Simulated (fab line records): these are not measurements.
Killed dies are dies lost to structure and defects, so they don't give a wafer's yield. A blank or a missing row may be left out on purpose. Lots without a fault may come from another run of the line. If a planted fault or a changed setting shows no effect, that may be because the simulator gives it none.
Struck lot and sound lot, side by side + flow n5-finfet + 14 steps out of a route of 1938
Sound: these wafers, L202.1, L202.2, L202.5. Struck: wafers L207.2, L207.4, L207.5. At the end, the cause is stated.
At each step with rows: each side's tool, then ch and its chambers, then its first start. Under that, the readings that differ: sound wafers + struck wafers + difference of the means + sigmas: that difference in standard deviations of wafers without a fault.
alike: words and numbers the same on both sides, and readings whose means are apart by under 2 such deviations; not compared: readings that were withheld, readings missing a value for some wafer, numbers with overlapping values and no deviation given by the record, and bounds like >300 which may hide the same value.
The two part at a step that has a row with sigmas, a row that says differs or no value, or rows on one side only. When numbers do not overlap yet have no deviation, they are printed without sigmas and do not part them. Lack of a reading on every wafer of one side parts them only where that side has two or more wafers.

first, 8 steps without rows for these wafers: N5_HKMG_FIN_COAT_41 (time 60 s, resist thk 300 nm); N5_HKMG_FIN_COAT_42 (time 60 s, resist thk 35 nm); N5_HKMG_FIN_COAT_43 (resist thk 90 nm); N5_HKMG_FIN_EBR_45; N5_HKMG_FIN_SOFTBAKE_44 (time 60 s); N5_HKMG_FIN_EXPOSE_46 (exposes mask NDIPOLE); N5_HKMG_FIN_PEB_47 (peb time 60 s); N5_HKMG_FIN_DEVELOP_48 (develop time 30 s).
N5_HKMG_FIN_CD_MEAS_49: target cd 202 nm.
  sound on cd-sem-01 ch 0, day 5 08:25; struck on cd-sem-01 ch 0, day 6 23:51
  alike: cd-nm
N5_HKMG_FIN_OVL_MEAS_50:
  sound on overlay-02 ch 0, day 5 08:27; struck on overlay-02 ch 0, day 6 23:53
  alike: NDIPOLE_OVL
N5_HKMG_FIN_INSPECT_61: inspects for defects (macro).
  sound on defect-inspect-01, day 5 08:29; struck on defect-inspect-02, day 6 23:55
  alike: raw-defect-count
N5_HKMG_FIN_DESCUM_53: chemistry O2, time 7.9 s.
  sound on rie-diel-03 ch 2,3, day 5 08:54; struck on rie-diel-03 ch 1,2,3, day 6 23:56
  alike: drypump-motor-current-A, oes-product-au, rf-vpp-V, showerhead-plenum-p-Torr, throttle-valve-pct
  not compared: rf-hours-counter-h
N5_HKMG_FIN_ETCH_54: etches SiARC in CF4, target depth 45.5 nm, time 75.8 s.
  sound on rie-diel-03 ch 2,3, day 5 08:56; struck on rie-diel-03 ch 1,2,3, day 6 23:59
| reading               | sound             | struck            | difference | sigmas      |
|-----------------------|-------------------|-------------------|------------|-------------|
| etch-rf-on-time-s (s) | 77.6 75.1 76.2    | 50.9 50.4 50.2    | -25.8      | -10         |
| oes-product-au (a.u.) | 0.63 0.75 0.75    | 0.79 0.93 0.92    | +0.17      | +3          |
| rf-fwd-power-W (W)    | 542.5 538.5 538.3 | 866.9 863.5 861.8 | +324.3     | +99 or more |
| rf-vpp-V (V)          | 183.4 183.3 182.8 | 156.5 156.4 157.9 | -26.2      | -24         |
  alike: bias-w, drypump-motor-current-A, showerhead-plenum-p-Torr, throttle-valve-pct
  not compared: rf-hours-counter-h
N5_HKMG_FIN_ETCH_55: etches SOC in N2/H2, target depth 240 nm, time 300 s.
  sound on rie-diel-03 ch 2,3, day 5 08:59; struck on rie-diel-03 ch 1,2,3, day 7 00:02
  alike: bias-w, drypump-motor-current-A, oes-product-au, rf-fwd-power-W, rf-vpp-V, showerhead-plenum-p-Torr, throttle-valve-pct
  not compared: rf-hours-counter-h

WHERE THEY PART
N5_HKMG_FIN_ETCH_54 only, going by this record. Later steps at which nothing parts them and some readings are alike: N5_HKMG_FIN_ETCH_55.

WHY: what the simulator had put in
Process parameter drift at N5_HKMG_FIN_ETCH_54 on rie-diel-03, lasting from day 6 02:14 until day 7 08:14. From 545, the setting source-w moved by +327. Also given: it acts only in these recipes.
